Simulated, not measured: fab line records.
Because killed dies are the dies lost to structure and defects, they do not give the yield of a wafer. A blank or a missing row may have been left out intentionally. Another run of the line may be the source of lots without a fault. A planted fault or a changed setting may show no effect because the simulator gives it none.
Split-lot trial || flow n5Finfet || 7 lots, 39 wafers read, on a route of 1938 steps

== ABOUT THE SPLIT ==
At N5_PASSIVATION_ETCH_54 (etches SiO2 in CHF3/O2, target depth 880 nm, time 440 s), the setting timeS was moved away from the recipe's 440 s on 15 of the 39 wafers read, by -53.3% to +18.4%. For the rest of the wafers, this setting stayed at what the recipe calls for.

The reading is taken at the split's own step.

== THE READING ==
PASSIVATION.featureDepthNm (the simulator's own value, which no gauge read), in nm, at N5_PASSIVATION_ETCH_54 (etches SiO2 in CHF3/O2, target depth 880 nm, time 440 s). The file does not state a usual value for it. Here, 24 wafers ran the recipe; their average is 881.0 nm with a standard deviation of 18 nm.

{"wafer": "L077.1", "tool, chamber at the split": "rieDiel-05, 3", "timeS as run, s": 360.7, "against the recipe": "-18.0%", "PASSIVATION.featureDepthNm, nm": 759.2, "against lot-mates on the recipe": -129.9}
{"wafer": "L077.2", "tool, chamber at the split": "rieDiel-05, 2", "timeS as run, s": 440, "against the recipe": "recipe", "PASSIVATION.featureDepthNm, nm": 908.4, "against lot-mates on the recipe": "-"}
{"wafer": "L077.3", "tool, chamber at the split": "rieDiel-05, 1", "timeS as run, s": 440, "against the recipe": "recipe", "PASSIVATION.featureDepthNm, nm": 882, "against lot-mates on the recipe": "-"}
{"wafer": "L077.4", "tool, chamber at the split": "rieDiel-05, 0", "timeS as run, s": 440, "against the recipe": "recipe", "PASSIVATION.featureDepthNm, nm": 877, "against lot-mates on the recipe": "-"}
{"wafer": "L077.5", "tool, chamber at the split": "rieDiel-05, 2", "timeS as run, s": 360.7, "against the recipe": "-18.0%", "PASSIVATION.featureDepthNm, nm": 741.2, "against lot-mates on the recipe": -147.9}
{"wafer": "L077.6", "tool, chamber at the split": "rieDiel-05, 1", "timeS as run, s": 360.7, "against the recipe": "-18.0%", "PASSIVATION.featureDepthNm, nm": 730.2, "against lot-mates on the recipe": -158.9}
{"wafer": "L079.1", "tool, chamber at the split": "rieDiel-01, 2", "timeS as run, s": 440, "against the recipe": "recipe", "PASSIVATION.featureDepthNm, nm": 895.6, "against lot-mates on the recipe": "-"}
{"wafer": "L079.2", "tool, chamber at the split": "rieDiel-01, 1", "timeS as run, s": 440, "against the recipe": "recipe", "PASSIVATION.featureDepthNm, nm": 855.4, "against lot-mates on the recipe": "-"}
{"wafer": "L079.3", "tool, chamber at the split": "rieDiel-01, 3", "timeS as run, s": 440, "against the recipe": "recipe", "PASSIVATION.featureDepthNm, nm": 853.6, "against lot-mates on the recipe": "-"}
{"wafer": "L079.4", "tool, chamber at the split": "rieDiel-01, 0", "timeS as run, s": 440, "against the recipe": "recipe", "PASSIVATION.featureDepthNm, nm": 891.6, "against lot-mates on the recipe": "-"}
{"wafer": "L079.5", "tool, chamber at the split": "rieDiel-01, 0", "timeS as run, s": 440, "against the recipe": "recipe", "PASSIVATION.featureDepthNm, nm": 906.4, "against lot-mates on the recipe": "-"}
{"wafer": "L079.6", "tool, chamber at the split": "rieDiel-01, 1", "timeS as run, s": 440, "against the recipe": "recipe", "PASSIVATION.featureDepthNm, nm": 861.6, "against lot-mates on the recipe": "-"}
{"wafer": "L082.1", "tool, chamber at the split": "rieDiel-04, 3", "timeS as run, s": 440, "against the recipe": "recipe", "PASSIVATION.featureDepthNm, nm": 891.2, "against lot-mates on the recipe": "-"}
{"wafer": "L082.2", "tool, chamber at the split": "rieDiel-04, 1", "timeS as run, s": 440, "against the recipe": "recipe", "PASSIVATION.featureDepthNm, nm": 873.4, "against lot-mates on the recipe": "-"}
{"wafer": "L082.3", "tool, chamber at the split": "rieDiel-04, 2", "timeS as run, s": 307.9, "against the recipe": "-30.0%", "PASSIVATION.featureDepthNm, nm": 631.8, "against lot-mates on the recipe": -244.3}
{"wafer": "L082.4", "tool, chamber at the split": "rieDiel-04, 1", "timeS as run, s": 440, "against the recipe": "recipe", "PASSIVATION.featureDepthNm, nm": 863.8, "against lot-mates on the recipe": "-"}
{"wafer": "L082.5", "tool, chamber at the split": "rieDiel-04, 2", "timeS as run, s": 307.9, "against the recipe": "-30.0%", "PASSIVATION.featureDepthNm, nm": 635, "against lot-mates on the recipe": -241.1}
{"wafer": "L082.6", "tool, chamber at the split": "rieDiel-04, 3", "timeS as run, s": 307.9, "against the recipe": "-30.0%", "PASSIVATION.featureDepthNm, nm": 626.4, "against lot-mates on the recipe": -249.7}
{"wafer": "L089.1", "tool, chamber at the split": "rieDiel-05, 0", "timeS as run, s": 521, "against the recipe": "+18.4%", "PASSIVATION.featureDepthNm, nm": 1051, "against lot-mates on the recipe": "+161.8"}
{"wafer": "L089.2", "tool, chamber at the split": "rieDiel-05, 1", "timeS as run, s": 521, "against the recipe": "+18.4%", "PASSIVATION.featureDepthNm, nm": 1046, "against lot-mates on the recipe": "+156.8"}
{"wafer": "L089.3", "tool, chamber at the split": "rieDiel-05, 2", "timeS as run, s": 440, "against the recipe": "recipe", "PASSIVATION.featureDepthNm, nm": 900, "against lot-mates on the recipe": "-"}
{"wafer": "L089.4", "tool, chamber at the split": "rieDiel-05, 3", "timeS as run, s": 521, "against the recipe": "+18.4%", "PASSIVATION.featureDepthNm, nm": 1090, "against lot-mates on the recipe": "+200.8"}
{"wafer": "L089.5", "tool, chamber at the split": "rieDiel-05, 1", "timeS as run, s": 440, "against the recipe": "recipe", "PASSIVATION.featureDepthNm, nm": 883.4, "against lot-mates on the recipe": "-"}
{"wafer": "L089.6", "tool, chamber at the split": "rieDiel-05, 0", "timeS as run, s": 440, "against the recipe": "recipe", "PASSIVATION.featureDepthNm, nm": 884.2, "against lot-mates on the recipe": "-"}
{"wafer": "L093.1", "tool, chamber at the split": "rieDiel-04, 2", "timeS as run, s": 440, "against the recipe": "recipe", "PASSIVATION.featureDepthNm, nm": 906.8, "against lot-mates on the recipe": "-"}
{"wafer": "L093.2", "tool, chamber at the split": "rieDiel-04, 0", "timeS as run, s": 440, "against the recipe": "recipe", "PASSIVATION.featureDepthNm, nm": 882.4, "against lot-mates on the recipe": "-"}
{"wafer": "L093.3", "tool, chamber at the split": "rieDiel-04, 1", "timeS as run, s": 205.5, "against the recipe": "-53.3%", "PASSIVATION.featureDepthNm, nm": 416.8, "against lot-mates on the recipe": -481.3}
{"wafer": "L093.4", "tool, chamber at the split": "rieDiel-04, 3", "timeS as run, s": 205.5, "against the recipe": "-53.3%", "PASSIVATION.featureDepthNm, nm": 416, "against lot-mates on the recipe": -482.1}
{"wafer": "L093.5", "tool, chamber at the split": "rieDiel-04, 1", "timeS as run, s": 205.5, "against the recipe": "-53.3%", "PASSIVATION.featureDepthNm, nm": 420.6, "against lot-mates on the recipe": -477.5}
{"wafer": "L093.6", "tool, chamber at the split": "rieDiel-04, 2", "timeS as run, s": 440, "against the recipe": "recipe", "PASSIVATION.featureDepthNm, nm": 905.2, "against lot-mates on the recipe": "-"}
{"wafer": "L094.4", "tool, chamber at the split": "rieDiel-01, 2", "timeS as run, s": 440, "against the recipe": "recipe", "PASSIVATION.featureDepthNm, nm": 882.6, "against lot-mates on the recipe": "-"}
{"wafer": "L094.5", "tool, chamber at the split": "rieDiel-01, 0", "timeS as run, s": 440, "against the recipe": "recipe", "PASSIVATION.featureDepthNm, nm": 896.8, "against lot-mates on the recipe": "-"}
{"wafer": "L094.6", "tool, chamber at the split": "rieDiel-01, 1", "timeS as run, s": 440, "against the recipe": "recipe", "PASSIVATION.featureDepthNm, nm": 868.4, "against lot-mates on the recipe": "-"}
{"wafer": "L097.1", "tool, chamber at the split": "rieDiel-01, 2", "timeS as run, s": 254.9, "against the recipe": "-42.1%", "PASSIVATION.featureDepthNm, nm": 515, "against lot-mates on the recipe": -343.2}
{"wafer": "L097.2", "tool, chamber at the split": "rieDiel-01, 3", "timeS as run, s": 440, "against the recipe": "recipe", "PASSIVATION.featureDepthNm, nm": 857.2, "against lot-mates on the recipe": "-"}
{"wafer": "L097.3", "tool, chamber at the split": "rieDiel-01, 0", "timeS as run, s": 254.9, "against the recipe": "-42.1%", "PASSIVATION.featureDepthNm, nm": 518.6, "against lot-mates on the recipe": -339.6}
{"wafer": "L097.4", "tool, chamber at the split": "rieDiel-01, 1", "timeS as run, s": 440, "against the recipe": "recipe", "PASSIVATION.featureDepthNm, nm": 860.4, "against lot-mates on the recipe": "-"}
{"wafer": "L097.5", "tool, chamber at the split": "rieDiel-01, 2", "timeS as run, s": 254.9, "against the recipe": "-42.1%", "PASSIVATION.featureDepthNm, nm": 512.2, "against lot-mates on the recipe": -346.0}
{"wafer": "L097.6", "tool, chamber at the split": "rieDiel-01, 1", "timeS as run, s": 440, "against the recipe": "recipe", "PASSIVATION.featureDepthNm, nm": 857, "against lot-mates on the recipe": "-"}

THE FIT
A straight line over all 39 wafers: PASSIVATION.featureDepthNm changes by +8.73 nm for each +1% of timeS; r = +1.00; the points scatter about the line by 18 nm.
The same after taking each lot's own level away (the mean of its wafers on the recipe; 39 wafers): +8.68 nm for each +1%; r = +1.00; scatter 16 nm.
That fit puts the effect of the largest move of timeS on the reading at 4.6e+02 nm.
The span of the lots' own levels, 858.20 to 898.13 nm, comes to 2.2 times the standard deviation stated above.
Hence the lot-to-lot level has little effect on the slope; both slopes agree.
Check: for one of the wafers moved furthest among these (-53.3%), held out of the fit, the line's prediction against its lot-mates is -455 nm. Against them it came out at -481 nm.

== ADDITIONAL SPLITS CARRIED BY THESE WAFERS ==
Before the reading, these wafers also passed through other splits. Each is held against what the fit with the lots' levels taken away leaves over:
{"other split on the same wafers": "N5_BEOL_M12_DEP_53 timeS", "wafers away from the commonest value": 12, "r with PASSIVATION.featureDepthNm (lot level and that fit taken away)": -0.19}

== THE WHOLE CHAIN: every reading that the file lists as answering this split, in the file's order ==
{"step": "N5_PASSIVATION_ETCH_54", "what it does": "etches SiO2 in CHF3/O2, target depth 880 nm, time 440 s", "reading": "etch.depthNm (the simulator's own value, which no gauge read)", "change (the file's fit)": "+8.61 nm for each +1% of the setting", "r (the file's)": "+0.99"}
{"step": "N5_PASSIVATION_ETCH_54", "what it does": "etches SiO2 in CHF3/O2, target depth 880 nm, time 440 s", "reading": "PASSIVATION.featureDepthNm (the simulator's own value, which no gauge read)", "change (the file's fit)": "+8.61 nm for each +1% of the setting", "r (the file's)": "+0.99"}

== THE FILE'S OWN FIT ==
PASSIVATION.featureDepthNm changes by +8.61 nm for each +1% of timeS, r = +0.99.
